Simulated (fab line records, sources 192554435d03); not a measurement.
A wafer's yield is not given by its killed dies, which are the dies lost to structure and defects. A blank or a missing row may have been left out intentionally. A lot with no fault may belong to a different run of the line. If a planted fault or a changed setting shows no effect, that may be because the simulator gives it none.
Split-lot trial | flow n5-finfet | 21 wafers read from 7 lots, route of 1938 steps

== ON THE SPLIT ==
At N5_BEOL_M0_ETCH_138 (etches SiCN in CH3F/O2, target depth 12 nm, time 31.6 s), the setting source-w was moved away from the recipe's 395 W on 8 of the 21 wafers read, by -11.8% to +17.4%. All remaining wafers had this setting at the recipe value.

The reading is taken at the split's own step.

== THE READING ==
rf-vpp-V, in V, at N5_BEOL_M0_ETCH_138 (etches SiCN in CH3F/O2, target depth 12 nm, time 31.6 s). Fault-free wafers of this fab line usually give 297.8 V, standard deviation 1.6 V.

wafer  | tool, chamber at the split | source-w as run, W | against the recipe | rf-vpp-V, V | against lot-mates on the recipe
L074.1 | rie-diel-02, 0             | 463.8              | +17.4%             | 281.4       | -16.1
L074.2 | rie-diel-02, 3             | 395                | recipe             | 297.5       | -
L074.5 | rie-diel-02, 2             | 463.8              | +17.4%             | 282.9       | -14.6
L079.1 | rie-diel-02, 0             | 395                | recipe             | 296.9       | -
L079.3 | rie-diel-02, 2             | 435.6              | +10.3%             | 290.7       | -6.8
L079.4 | rie-diel-02, 3             | 395                | recipe             | 298.0       | -
L087.1 | rie-diel-02, 0             | 395                | recipe             | 296.3       | -
L087.4 | rie-diel-02, 2             | 395                | recipe             | 300.1       | -
L087.6 | rie-diel-02, 0             | 395                | recipe             | 295.9       | -
L088.3 | rie-diel-02, 2             | 395                | recipe             | 300.7       | -
L088.4 | rie-diel-02, 1             | 395                | recipe             | 299.1       | -
L088.5 | rie-diel-02, 1             | 354.6              | -10.2%             | 308.1       | +8.2
L089.3 | rie-diel-05, 1             | 372.5              | -5.7%              | 303.3       | +6.3
L089.5 | rie-diel-05, 0             | 372.5              | -5.7%              | 302.5       | +5.5
L089.6 | rie-diel-05, 3             | 395                | recipe             | 297.0       | -
L094.1 | rie-diel-02, 3             | 348.3              | -11.8%             | 309.9       | +9.7
L094.2 | rie-diel-02, 2             | 395                | recipe             | 300.2       | -
L094.4 | rie-diel-02, 1             | 348.3              | -11.8%             | 310.8       | +10.6
L097.1 | rie-diel-02, 2             | 395                | recipe             | 298.5       | -
L097.2 | rie-diel-02, 1             | 395                | recipe             | 298.3       | -
L097.6 | rie-diel-02, 0             | 395                | recipe             | 296.2       | -

THE FIT
A straight line over all 21 wafers: rf-vpp-V changes by -0.928 V for each +1% of source-w; r = -0.98; the points scatter about the line by 1.5 V.
The same after taking each lot's own level away (the mean of its wafers on the recipe; 21 wafers): -0.857 V for each +1%; r = -0.99; scatter 1.1 V.
That fit puts the effect of the largest move of source-w on the reading at 15 V.
Measured against the standard deviation above, the lots' own levels, which go from 297.00 to 300.20 V, span 2.0 times it.
So the lot-to-lot level changes the slope little: the two slopes agree.
Check: for one of the wafers moved furthest among these (+17.4%), held out of the fit, the line's prediction against its lot-mates is -14.2 V. It came out at -16.1 V against them.
Tool readings at the split's step, against how far the setting was moved: rf-vpp-V r = -0.98.

== FURTHER SPLITS ON THESE WAFERS ==
Before the reading, these wafers also passed through other splits. Each is held against what the fit with the lots' levels taken away leaves over:
other split on the same wafers        | wafers away from the commonest value | r with rf-vpp-V (lot level and that fit taken away)
N5_MOL_CONTACT_COAG_COAT_58 spin-rpm  | 10                                   | -0.09
N5_MOL_CONTACT_COAG_ALD_27 ald-cycles | 2                                    | -0.07
N5_MOL_CONTACT_COAG_COAT_76 spin-rpm  | 8                                    | +0.34
N5_MOL_CONTACT_COAG_COAT_63 spin-rpm  | 5                                    | -0.17
N5_BEOL_M0_CUTY_EXPOSE_54 dose-mj     | 8                                    | +0.10

== FILE'S OWN FIT ==
rf-vpp-V changes by -0.839 V for each +1% of source-w, r = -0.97.
